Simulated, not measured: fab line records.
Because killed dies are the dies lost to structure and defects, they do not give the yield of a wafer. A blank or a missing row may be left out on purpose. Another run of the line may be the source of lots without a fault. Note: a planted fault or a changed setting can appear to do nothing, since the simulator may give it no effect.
Which of the tools did it?	flow nand_harc	24 lots, 72 wafers sampled, at 6 steps of a route of 1302

## WHAT EACH GAUGE READ, for each wafer
The record lacks any reading of a measuring or inspecting step that a usual standard deviation could be used to judge.

## TOOL THAT RAN EACH LOT (tool first, then ch and the chambers of the sampled wafers, then the start)
lot	NHARC_A_CONTACT_ETCH_48	NHARC_A_CONTACT_ETCH_49	NHARC_A_CONTACT_ETCH_116	NHARC_A_CONTACT_ETCH_117	NHARC_A_CONTACT_ETCH_75	NHARC_A_CONTACT_ETCH_131
L074	rie_diel-06 ch 0,1,3, day 22 07:26	rie_diel-06 ch 1,2,3, day 22 10:05 or earlier	har_cap_etch-03 ch 0,1, day 22 10:05	har_cap_etch-03 ch 0,1, day 22 10:15	rie_diel-06 ch 0,2, day 22 18:37	har_cap_etch-02 ch 1, day 22 21:28
L075	rie_diel-13 ch 0,1,2, day 22 07:44	rie_diel-13 ch 1,2,3, day 22 10:27 or earlier	har_cap_etch-02 ch 0,1, day 22 10:27	har_cap_etch-02 ch 0,1, day 22 10:37	rie_diel-04 ch 0,1,2, day 22 18:58	har_cap_etch-01 ch 0,1, day 22 22:27
L077	rie_diel-04 ch 0,1,3, day 22 13:33	rie_diel-04 ch 2,3, day 22 16:15 or earlier	har_cap_etch-01 ch 0,1, day 22 16:15	har_cap_etch-01 ch 0,1, day 22 16:25	rie_diel-04 ch 1,2,3, day 23 02:43	har_cap_etch-03 ch 0,1, day 23 05:31
L076	rie_diel-13 ch 0,1,2, day 22 13:41	rie_diel-13 ch 1,2,3, day 22 16:19 or earlier	har_cap_etch-03 ch 0,1, day 22 16:19	har_cap_etch-03 ch 0,1, day 22 16:29	rie_diel-06 ch 1,2,3, day 23 03:00	har_cap_etch-02 ch 0,1, day 23 05:43
L079	rie_diel-06 ch 0,1,3, day 23 04:55	rie_diel-06 ch 0,1,2, day 23 07:34 or earlier	har_cap_etch-01 ch 0,1, day 23 07:34	har_cap_etch-01 ch 0,1, day 23 07:44	rie_diel-04 ch 0,2,3, day 23 15:14	har_cap_etch-02 ch 0,1, day 23 17:58
L078	rie_diel-13 ch 0,1,2, day 23 06:48	rie_diel-13 ch 0,1,2, day 23 10:04 or earlier	har_cap_etch-02 ch 0,1, day 23 10:04	har_cap_etch-02 ch 0,1, day 23 10:14	rie_diel-13 ch 0,1,3, day 23 18:31	har_cap_etch-01 ch 0,1, day 23 21:14
L080	rie_diel-06 ch 0,1,2, day 23 22:37	rie_diel-06 ch 0,3, day 24 01:15 or earlier	har_cap_etch-02 ch 0,1, day 24 01:15	har_cap_etch-02 ch 0,1, day 24 01:25	rie_diel-04 ch 2,3, day 24 23:41	har_cap_etch-02 ch 0,1, day 25 02:26
L081	rie_diel-13 ch 0,2,3, day 24 03:02	rie_diel-13 ch 0,3, day 24 05:41 or earlier	har_cap_etch-03 ch 0,1, day 24 05:41	har_cap_etch-03 ch 0,1, day 24 05:51	rie_diel-06 ch 2,3, day 24 23:50	har_cap_etch-01 ch 0,1, day 25 02:36
L083	rie_diel-13 ch 0,1,2, day 24 23:50	rie_diel-13 ch 0,3, day 25 02:29 or earlier	har_cap_etch-03 ch 0,1, day 25 02:29	har_cap_etch-03 ch 0,1, day 25 02:40	rie_diel-04 ch 0,1,2, day 25 11:32	har_cap_etch-02 ch 0,1, day 25 14:27
L082	rie_diel-06 ch 1,2,3, day 25 08:41	rie_diel-06 ch 1,2,3, day 25 11:17 or earlier	har_cap_etch-01 ch 0,1, day 25 11:17	har_cap_etch-01 ch 0,1, day 25 11:27	rie_diel-04 ch 0,1, day 25 20:32	har_cap_etch-03 ch 0,1, day 25 23:14
L084	rie_diel-04 ch 0,1,2, day 26 03:13	rie_diel-04 ch 0,1, day 26 05:50 or earlier	har_cap_etch-02 ch 1, day 26 05:50	har_cap_etch-02 ch 1, day 26 06:00	rie_diel-04 ch 0,1,3, day 26 14:41	har_cap_etch-02 ch 0,1, day 26 17:54
L086	rie_diel-04 ch 1,2, day 26 12:07	rie_diel-04 ch 0,1,2, day 26 14:48 or earlier	har_cap_etch-01 ch 0,1, day 26 14:48	har_cap_etch-01 ch 0,1, day 26 14:58	rie_diel-04 ch 0,1, day 26 22:10	har_cap_etch-01 ch 0,1, day 27 00:57
L085	rie_diel-13 ch 0,1,3, day 26 12:26	rie_diel-13 ch 0,2,3, day 26 15:04 or earlier	har_cap_etch-03 ch 0,1, day 26 15:04	har_cap_etch-03 ch 0,1, day 26 15:14	rie_diel-06 ch 1,2,3, day 26 23:36	har_cap_etch-03 ch 0,1, day 27 02:18
L087	rie_diel-04 ch 0,1, day 28 03:54	rie_diel-04 ch 1,3, day 28 07:11 or earlier	har_cap_etch-01 ch 0,1, day 28 07:11	har_cap_etch-01 ch 0,1, day 28 07:21	rie_diel-04 ch 0,2, day 28 15:16	har_cap_etch-03 ch 0,1, day 28 18:59
L089	rie_diel-06 ch 0,2,3, day 28 04:16	rie_diel-06 ch 2,3, day 28 06:52 or earlier	har_cap_etch-03 ch 0,1, day 28 06:52	har_cap_etch-03 ch 0,1, day 28 07:02	rie_diel-04 ch 1,2,3, day 28 14:53	har_cap_etch-02 ch 0,1, day 28 17:45
L090	rie_diel-04 ch 1,3, day 28 04:19	rie_diel-04 ch 1,3, day 28 08:17 or earlier	har_cap_etch-02 ch 0,1, day 28 08:17	har_cap_etch-02 ch 0,1, day 28 08:27	rie_diel-04 ch 0,3, day 28 18:13	har_cap_etch-01 ch 1, day 28 20:57
L091	rie_diel-04 ch 0,1,3, day 28 08:10	rie_diel-04 ch 0,1, day 28 10:56 or earlier	har_cap_etch-03 ch 0,1, day 28 10:56	har_cap_etch-03 ch 0,1, day 28 11:06	rie_diel-13 ch 0,1, day 28 18:30	har_cap_etch-02 ch 0,1, day 28 21:43
L088	rie_diel-13 ch 0,1,2, day 28 08:21	rie_diel-13 ch 1,2,3, day 28 11:01 or earlier	har_cap_etch-01 ch 0,1, day 28 11:01	har_cap_etch-01 ch 0,1, day 28 11:11	rie_diel-13 ch 1,3, day 28 20:02	har_cap_etch-03 ch 0,1, day 28 23:16
L093	rie_diel-04 ch 1,2, day 29 01:37	rie_diel-04 ch 1,2,3, day 29 04:18 or earlier	har_cap_etch-02 ch 0,1, day 29 04:18	har_cap_etch-02 ch 0,1, day 29 04:28	rie_diel-04 ch 0,1,3, day 29 19:56	har_cap_etch-03 ch 0,1, day 29 22:44
L092	rie_diel-13 ch 2,3, day 29 19:13	rie_diel-13 ch 0,2,3, day 29 21:57 or earlier	har_cap_etch-01 ch 0,1, day 29 21:57	har_cap_etch-01 ch 0,1, day 29 22:07	rie_diel-04 ch 2,3, day 30 06:32	har_cap_etch-03 ch 0,1, day 30 09:20
L097	rie_diel-04 ch 1,3, day 31 06:19	rie_diel-04 ch 1,3, day 31 08:56 or earlier	har_cap_etch-02 ch 0,1, day 31 08:56	har_cap_etch-02 ch 0,1, day 31 09:06	rie_diel-13 ch 0,3, day 31 16:33	har_cap_etch-03 ch 0,1, day 31 19:16
L095	rie_diel-13 ch 1,2,3, day 31 07:01	rie_diel-13 ch 2,3, day 31 09:37 or earlier	har_cap_etch-03 ch 0,1, day 31 09:37	har_cap_etch-03 ch 0,1, day 31 09:47	rie_diel-13 ch 0,2,3, day 31 18:52	har_cap_etch-02 ch 0,1, day 31 21:35
L096	rie_diel-13 ch 0,1,2, day 31 11:25	rie_diel-13 ch 0,2, day 31 14:23 or earlier	har_cap_etch-01 ch 0,1, day 31 14:23	har_cap_etch-01 ch 0,1, day 31 14:37	rie_diel-04 ch 0,2, day 32 03:17	har_cap_etch-02 ch 0, day 32 06:16
L094	rie_diel-06 ch 0,2,3, day 31 11:37	rie_diel-06 ch 0,3, day 31 14:35 or earlier	har_cap_etch-02 ch 0,1, day 31 14:35	har_cap_etch-02 ch 0,1, day 31 14:46	rie_diel-04 ch 0,2,3, day 32 00:07	har_cap_etch-01 ch 0,1, day 32 02:49
- NHARC_A_CONTACT_ETCH_48: etches the open film in CF4, target depth 39 nm, time 65 s.
- NHARC_A_CONTACT_ETCH_49: etches the open film in N2/H2, target depth 260 nm, time 475.3 s.
- NHARC_A_CONTACT_ETCH_116: etches the open film in C4F8/O2/Ar, time 190 s, target depth 1850 nm.
- NHARC_A_CONTACT_ETCH_117: etches the open film in C4F8/O2/Ar, time 190 s, target depth 1850 nm.
- NHARC_A_CONTACT_ETCH_75: etches the open film in CF4, target depth 39 nm, time 65 s.
- NHARC_A_CONTACT_ETCH_131: etches the open film in C4F8/O2/Ar, time 197 s, target depth 1918 nm.

## AS READ BY THE TOOLS THEMSELVES (means over the sampled wafers that have a number; for cases with no such wafer, the mark the record gives instead)
NHARC_A_CONTACT_ETCH_48.
lot	tool	drypump_motor_current_A (A)	oes_product_au (a.u.)	rf_fwd_power_W (W)	rf_vpp_V (V)	showerhead_plenum_p_Torr (Torr)	throttle_valve_pct (%)
L074	rie_diel-06	5.9	1.010	297.4	151.8	1.80	13.287
L075	rie_diel-13	5.7	0.994	298.3	151.1	1.80	13.289
L077	rie_diel-04	5.8	1.001	297.0	151.2	1.77	13.288
L076	rie_diel-13	5.7	0.996	296.6	152.1	1.80	13.286
L079	rie_diel-06	5.9	1.014	297.5	151.7	1.80	13.289
L078	rie_diel-13	5.7	0.990	297.3	151.5	1.80	13.285
L080	rie_diel-06	5.9	1.002	297.8	151.3	1.80	13.280
L081	rie_diel-13	5.9	0.999	296.9	151.6	1.83	13.290
L083	rie_diel-13	5.7	1.004	297.4	152.6	1.79	13.288
L082	rie_diel-06	5.5	1.008	296.5	150.3	1.76	13.291
L084	rie_diel-04	5.9	0.998	297.5	150.4	1.72	13.285
L086	rie_diel-04	6.0	0.996	297.9	150.2	1.71	13.281
L085	rie_diel-13	5.7	1.002	296.4	151.7	1.79	13.286
L087	rie_diel-04	5.7	0.994	297.0	151.6	1.76	13.290
L089	rie_diel-06	5.7	1.005	297.6	151.9	1.72	13.283
L090	rie_diel-04	5.8	0.996	297.2	151.4	1.80	13.284
L091	rie_diel-04	5.8	1.000	297.4	151.4	1.77	13.279
L088	rie_diel-13	5.7	0.998	296.9	151.4	1.79	13.284
L093	rie_diel-04	5.9	0.994	298.2	150.9	1.75	13.292
L092	rie_diel-13	6.2	0.999	296.7	151.1	1.79	13.293
L097	rie_diel-04	5.7	0.999	298.9	152.1	1.79	13.283
L095	rie_diel-13	6.0	0.996	297.6	151.2	1.76	13.280
L096	rie_diel-13	5.7	1.001	297.4	151.3	1.78	13.289
L094	rie_diel-06	5.7	1.001	297.9	150.4	1.72	13.283

NHARC_A_CONTACT_ETCH_49.
lot	tool	drypump_motor_current_A (A)	oes_product_au (a.u.)	rf_fwd_power_W (W)	rf_vpp_V (V)	showerhead_plenum_p_Torr (Torr)	throttle_valve_pct (%)
L074	rie_diel-06	5.5	1.011	400.7	430.2	2.04	14.177
L075	rie_diel-13	6.0	0.993	399.5	430.4	2.05	14.169
L077	rie_diel-04	5.9	0.999	397.9	429.8	2.04	14.177
L076	rie_diel-13	6.0	1.000	400.0	431.4	2.05	14.171
L079	rie_diel-06	5.9	1.003	399.1	431.6	2.08	14.165
L078	rie_diel-13	5.8	0.997	400.1	431.7	2.08	14.179
L080	rie_diel-06	6.1	1.007	398.9	431.1	2.04	14.168
L081	rie_diel-13	5.7	0.996	400.0	434.2	2.16	14.170
L083	rie_diel-13	5.7	1.003	399.0	433.6	2.16	14.173
L082	rie_diel-06	5.5	1.009	399.6	430.9	2.03	14.166
L084	rie_diel-04	5.8	0.996	399.5	429.9	2.00	14.176
L086	rie_diel-04	5.9	0.999	398.6	429.7	1.98	14.169
L085	rie_diel-13	5.9	1.004	399.8	432.8	2.12	14.172
L087	rie_diel-04	5.7	0.993	399.6	431.8	2.07	14.185
L089	rie_diel-06	5.3	1.007	399.9	427.3	1.92	14.176
L090	rie_diel-04	5.8	0.998	399.8	431.4	2.08	14.172
L091	rie_diel-04	5.8	0.999	399.7	428.3	1.99	14.172
L088	rie_diel-13	6.0	0.995	399.9	430.3	2.03	14.178
L093	rie_diel-04	5.9	0.995	399.4	430.3	2.02	14.171
L092	rie_diel-13	6.0	0.998	399.6	432.2	2.11	14.165
L097	rie_diel-04	5.8	1.001	400.1	431.6	2.08	14.172
L095	rie_diel-13	6.3	0.995	399.7	432.5	2.08	14.180
L096	rie_diel-13	5.9	0.992	398.9	432.3	2.10	14.166
L094	rie_diel-06	6.1	0.993	401.0	430.2	2.03	14.168

NHARC_A_CONTACT_ETCH_75.
lot	tool	drypump_motor_current_A (A)	oes_product_au (a.u.)	rf_fwd_power_W (W)	rf_vpp_V (V)	showerhead_plenum_p_Torr (Torr)	throttle_valve_pct (%)
L074	rie_diel-06	6.1	1.008	298.2	151.4	1.77	13.283
L075	rie_diel-04	5.9	0.999	297.6	151.1	1.72	13.276
L077	rie_diel-04	5.9	1.006	298.0	151.3	1.76	13.281
L076	rie_diel-06	5.5	1.008	297.3	151.0	1.76	13.277
L079	rie_diel-04	5.9	0.994	297.1	150.4	1.73	13.275
L078	rie_diel-13	5.8	1.000	297.8	151.6	1.80	13.283
L080	rie_diel-04	5.9	1.003	297.4	152.3	1.76	13.287
L081	rie_diel-06	5.4	1.004	297.4	150.7	1.69	13.280
L083	rie_diel-04	5.9	1.002	297.8	151.2	1.72	13.285
L082	rie_diel-04	5.8	0.997	297.2	151.3	1.74	13.280
L084	rie_diel-04	5.7	0.997	298.5	151.1	1.77	13.277
L086	rie_diel-04	5.8	1.000	297.6	151.0	1.74	13.282
L085	rie_diel-06	5.5	0.999	297.3	150.9	1.76	13.275
L087	rie_diel-04	5.9	0.996	296.9	149.6	1.70	13.280
L089	rie_diel-04	5.9	1.001	298.0	151.3	1.76	13.287
L090	rie_diel-04	5.8	1.003	296.9	150.8	1.74	13.295
L091	rie_diel-13	5.5	0.999	297.5	151.2	1.82	13.283
L088	rie_diel-13	5.8	1.000	297.0	150.6	1.73	13.280
L093	rie_diel-04	5.7	1.007	297.1	152.1	1.77	13.292
L092	rie_diel-04	5.9	1.002	297.1	150.9	1.76	13.296
L097	rie_diel-13	5.9	1.009	296.7	152.4	1.82	13.287
L095	rie_diel-13	5.9	0.992	297.4	151.6	1.82	13.288
L096	rie_diel-04	5.9	0.996	296.5	150.7	1.69	13.281
L094	rie_diel-04	5.9	1.002	297.6	150.6	1.72	13.281

## THE ANSWER, worked out from the rows above alone
Rule: the lots themselves supply what counts as usual. The widest of any qualifying gaps counts: lots, ordered by their means at a reading, are off when they make up no more than a third of the lots, leave a main group of 4 or more, and stand apart from it by 3 or more times the standard deviation of that group's means. A main group whose means are all the same, to the digits that the tables above print for the reading, isn't used. Also off: a lot with no number at a reading for which 4 or more lots have one. Any other lot the step has rows for is counted as sound. The gauges are gone through in route order, then the tools' own readings, and for those a lot's mean is taken as printed above. At the first step where some lot is off, the reading lying furthest off is the one used; lots without a number count as furthest.
None of the lots is off at any reading shown; this tells nothing.

## WHAT WAS PUT IN BY THE SIMULATOR
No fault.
